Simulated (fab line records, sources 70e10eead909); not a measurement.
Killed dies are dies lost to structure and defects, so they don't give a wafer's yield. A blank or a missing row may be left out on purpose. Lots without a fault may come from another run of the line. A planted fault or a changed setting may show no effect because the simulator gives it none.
Which tool did it? | flow nand_harc | 14 lots, 42 wafers sampled, at 4 steps of a route of 1302

WHAT THE GAUGES READ, wafer by wafer
The record holds no reading of a measuring or inspecting step that can be judged against a usual standard deviation.

WHICH TOOL RAN EACH LOT (tool, then ch and the chambers of the sampled wafers, then the start)
lot  | NHARC_A_STAIRCASE_ETCH_203                    | NHARC_A_STAIRCASE_TRIM_220         | NHARC_A_STAIRCASE_ETCH_221                    | NHARC_A_STAIRCASE_ETCH_230
L977 | rie_diel-07 ch 0,2, day 16 20:14 or earlier   | rie_diel-01 ch 0,1, day 16 20:14   | rie_diel-01 ch 0,1, day 16 21:28 or earlier   | rie_diel-07 ch 0,1,3, day 16 21:28
L978 | rie_diel-04 ch 0,2,3, day 17 02:04 or earlier | rie_diel-07 ch 0,2,3, day 17 02:04 | rie_diel-07 ch 0,1,3, day 17 03:17 or earlier | rie_diel-04 ch 1,2,3, day 17 03:17
L980 | rie_diel-07 ch 1,3, day 17 23:34 or earlier   | rie_diel-04 ch 1,3, day 17 23:34   | rie_diel-04 ch 0,1,2, day 18 00:52 or earlier | rie_diel-04 ch 0,2,3, day 18 00:52
L983 | rie_diel-07 ch 1,2, day 18 14:15 or earlier   | rie_diel-07 ch 0,2,3, day 18 14:15 | rie_diel-07 ch 0,1,2, day 18 15:27 or earlier | rie_diel-04 ch 1,2,3, day 18 15:27
L990 | rie_diel-07 ch 0,3, day 21 16:39 or earlier   | rie_diel-07 ch 0,1,2, day 21 16:39 | rie_diel-07 ch 1,2, day 21 17:51 or earlier   | rie_diel-07 ch 1,3, day 21 17:51
L991 | rie_diel-07 ch 0,1,3, day 22 06:08 or earlier | rie_diel-04 ch 0,1,3, day 22 06:08 | rie_diel-04 ch 0,3, day 22 07:20 or earlier   | rie_diel-01 ch 2,3, day 22 07:20
L989 | rie_diel-07 ch 0,1,2, day 22 19:08 or earlier | rie_diel-01 ch 0,2,3, day 22 19:08 | rie_diel-01 ch 0,1,2, day 22 20:24 or earlier | rie_diel-04 ch 1,2,3, day 22 20:24
L993 | rie_diel-07 ch 0,1,3, day 23 01:28 or earlier | rie_diel-04 ch 1,2, day 23 01:28   | rie_diel-04 ch 0,2,3, day 23 05:28 or earlier | rie_diel-07 ch 0,1,3, day 23 05:28
L992 | rie_diel-01 ch 0,1,3, day 23 01:45 or earlier | rie_diel-01 ch 0,3, day 23 01:45   | rie_diel-01 ch 0,3, day 23 03:24 or earlier   | rie_diel-07 ch 1,3, day 23 03:24
L994 | rie_diel-01 ch 0,3, day 24 00:00 or earlier   | rie_diel-01 ch 1,2,3, day 24 00:00 | rie_diel-01 ch 0,2,3, day 24 01:11 or earlier | rie_diel-04 ch 0,2,3, day 24 01:11
L996 | rie_diel-04 ch 0,1,2, day 25 01:04 or earlier | rie_diel-07 ch 0,1,3, day 25 01:04 | rie_diel-07 ch 0,1,2, day 25 02:16 or earlier | rie_diel-07 ch 0,2,3, day 25 02:16
L998 | rie_diel-04 ch 1,3, day 25 01:25 or earlier   | rie_diel-04 ch 0,2, day 25 01:25   | rie_diel-04 ch 0,2, day 25 02:38 or earlier   | rie_diel-04 ch 0,1,2, day 25 02:38
L997 | rie_diel-07 ch 1,2, day 25 08:15 or earlier   | rie_diel-07 ch 0,2, day 25 08:15   | rie_diel-07 ch 0,2, day 25 09:29 or earlier   | rie_diel-07 ch 0,2, day 25 09:29
L999 | rie_diel-07 ch 0,1,2, day 25 14:10 or earlier | rie_diel-07 ch 0,2,3, day 25 14:10 | rie_diel-07 ch 0,1,3, day 25 16:18 or earlier | rie_diel-04 ch 0,1,3, day 25 16:18
- NHARC_A_STAIRCASE_ETCH_203: etches the open film in C4F8/O2, target depth 100 nm, time 40.5 s.
- NHARC_A_STAIRCASE_TRIM_220: chemistry O2, time 211.2 s.
- NHARC_A_STAIRCASE_ETCH_221: etches the open film in C4F8/O2, target depth 100 nm, time 40.5 s.
- NHARC_A_STAIRCASE_ETCH_230: etches the open film in C4F8/O2, target depth 100 nm, time 40.5 s.

WHAT THE TOOLS THEMSELVES READ (means of the sampled wafers that have a number; where no wafer has one, the mark that the record gives instead)
NHARC_A_STAIRCASE_ETCH_203.
lot  | tool        | oes_product_au (a.u.) | rf_fwd_power_W (W) | rf_vpp_V (V)
L977 | rie_diel-07 | 0.952                 | 594.9              | 895
L978 | rie_diel-04 | 0.954                 | 591.7              | 891
L980 | rie_diel-07 | 0.951                 | 593.0              | 897
L983 | rie_diel-07 | 0.946                 | 592.9              | 897
L990 | rie_diel-07 | 0.952                 | 592.2              | 896
L991 | rie_diel-07 | 0.951                 | 594.3              | 896
L989 | rie_diel-07 | 0.945                 | 593.0              | 895
L993 | rie_diel-07 | 0.955                 | 593.2              | 895
L992 | rie_diel-01 | 0.948                 | 592.7              | 898
L994 | rie_diel-01 | 0.933                 | 592.5              | 894
L996 | rie_diel-04 | 0.936                 | 594.1              | 893
L998 | rie_diel-04 | 0.954                 | 592.7              | 893
L997 | rie_diel-07 | 0.958                 | 593.1              | 897
L999 | rie_diel-07 | 0.948                 | 591.9              | 894

NHARC_A_STAIRCASE_TRIM_220.
lot  | tool        | drypump_motor_current_A (A) | oes_product_au (a.u.) | rf_vpp_V (V) | showerhead_plenum_p_Torr (Torr) | throttle_valve_pct (%)
L977 | rie_diel-01 | 5.3                         | 1.000                 | 57.1         | 3.32                            | 17.034
L978 | rie_diel-07 | 6.1                         | 1.012                 | 57.8         | 3.54                            | 17.034
L980 | rie_diel-04 | 6.0                         | 1.007                 | 57.5         | 3.39                            | 17.041
L983 | rie_diel-07 | 6.1                         | 1.006                 | 57.4         | 3.53                            | 17.037
L990 | rie_diel-07 | 6.2                         | 0.997                 | 57.6         | 3.51                            | 17.040
L991 | rie_diel-04 | 5.8                         | 1.004                 | 57.1         | 3.42                            | 17.033
L989 | rie_diel-01 | 5.3                         | 0.996                 | 58.7         | 3.53                            | 17.035
L993 | rie_diel-04 | 5.4                         | 1.001                 | 57.7         | 3.41                            | 17.030
L992 | rie_diel-01 | 5.3                         | 0.998                 | 58.0         | 3.56                            | 17.035
L994 | rie_diel-01 | 5.1                         | 0.994                 | 58.2         | 3.65                            | 17.042
L996 | rie_diel-07 | 5.8                         | 0.996                 | 57.2         | 3.49                            | 17.030
L998 | rie_diel-04 | 5.5                         | 1.005                 | 57.7         | 3.40                            | 17.029
L997 | rie_diel-07 | 6.6                         | 1.009                 | 58.0         | 3.51                            | 17.037
L999 | rie_diel-07 | 6.1                         | 0.998                 | 58.2         | 3.50                            | 17.039

NHARC_A_STAIRCASE_ETCH_221.
lot  | tool        | oes_product_au (a.u.) | rf_fwd_power_W (W) | rf_vpp_V (V)
L977 | rie_diel-01 | 0.952                 | 593.9              | 890
L978 | rie_diel-07 | 0.943                 | 592.5              | 896
L980 | rie_diel-04 | 0.932                 | 592.6              | 893
L983 | rie_diel-07 | 0.952                 | 592.4              | 896
L990 | rie_diel-07 | 0.943                 | 593.3              | 897
L991 | rie_diel-04 | 0.951                 | 591.0              | 890
L989 | rie_diel-01 | 0.953                 | 593.6              | 897
L993 | rie_diel-04 | 0.943                 | 592.3              | 890
L992 | rie_diel-01 | 0.954                 | 592.3              | 896
L994 | rie_diel-01 | 0.947                 | 592.6              | 894
L996 | rie_diel-07 | 0.962                 | 590.4              | 895
L998 | rie_diel-04 | 0.949                 | 592.0              | 891
L997 | rie_diel-07 | 0.940                 | 591.8              | 893
L999 | rie_diel-07 | 0.937                 | 594.1              | 895

NHARC_A_STAIRCASE_ETCH_230.
lot  | tool        | oes_product_au (a.u.) | rf_fwd_power_W (W) | rf_vpp_V (V)
L977 | rie_diel-07 | 0.976                 | 593.3              | 896
L978 | rie_diel-04 | 0.970                 | 593.0              | 892
L980 | rie_diel-04 | 1.024                 | 671.5              | 890
L983 | rie_diel-04 | 1.051                 | 674.5              | 891
L990 | rie_diel-07 | 0.949                 | 592.4              | 897
L991 | rie_diel-01 | 0.962                 | 593.1              | 899
L989 | rie_diel-04 | 0.964                 | 592.5              | 891
L993 | rie_diel-07 | 0.918                 | 594.1              | 894
L992 | rie_diel-07 | 0.928                 | 592.8              | 897
L994 | rie_diel-04 | 0.967                 | 592.3              | 891
L996 | rie_diel-07 | 0.949                 | 592.7              | 896
L998 | rie_diel-04 | 0.952                 | 592.5              | 892
L997 | rie_diel-07 | 0.945                 | 589.9              | 895
L999 | rie_diel-04 | 0.930                 | 593.2              | 891

THE ANSWER, worked out from the rows above alone
Rule: what is usual is taken from the lots themselves. Put in order of their means at a reading, lots are off if they are a third of the lots or fewer, leave a main group of 4 or more, and stand apart from it by a gap of 3 or more times the standard deviation of the main group's means; of several such gaps the widest counts. A main group whose means are all the same, to the digits that the tables above print for the reading, isn't used. A lot without any number at a reading at which 4 lots or more have one is off too. The other lots that the step has rows for count as sound. The gauges are gone through in route order, then the tools' own readings, and for those a lot's mean is taken as printed above. The first step at which some lot is off is used, and at that step the reading that is off furthest; a lot without a number counts as furthest.
Off: L980, L983, at NHARC_A_STAIRCASE_ETCH_230 (rf_fwd_power_W). The main group: mean 592.6 W, standard deviation 0.96.
A tool fits if, at that step or a process step before it, it ran every lot that is off, and no sound lot after the first of them. NHARC_A_STAIRCASE_ETCH_203 gives no start for some lots, so the hours and the order of its lots are those of NHARC_A_STAIRCASE_TRIM_220. NHARC_A_STAIRCASE_ETCH_221 gives no start for some lots, so the hours and the order of its lots are those of NHARC_A_STAIRCASE_ETCH_230. None of those tried fits.

WHAT THE SIMULATOR HAD PUT IN
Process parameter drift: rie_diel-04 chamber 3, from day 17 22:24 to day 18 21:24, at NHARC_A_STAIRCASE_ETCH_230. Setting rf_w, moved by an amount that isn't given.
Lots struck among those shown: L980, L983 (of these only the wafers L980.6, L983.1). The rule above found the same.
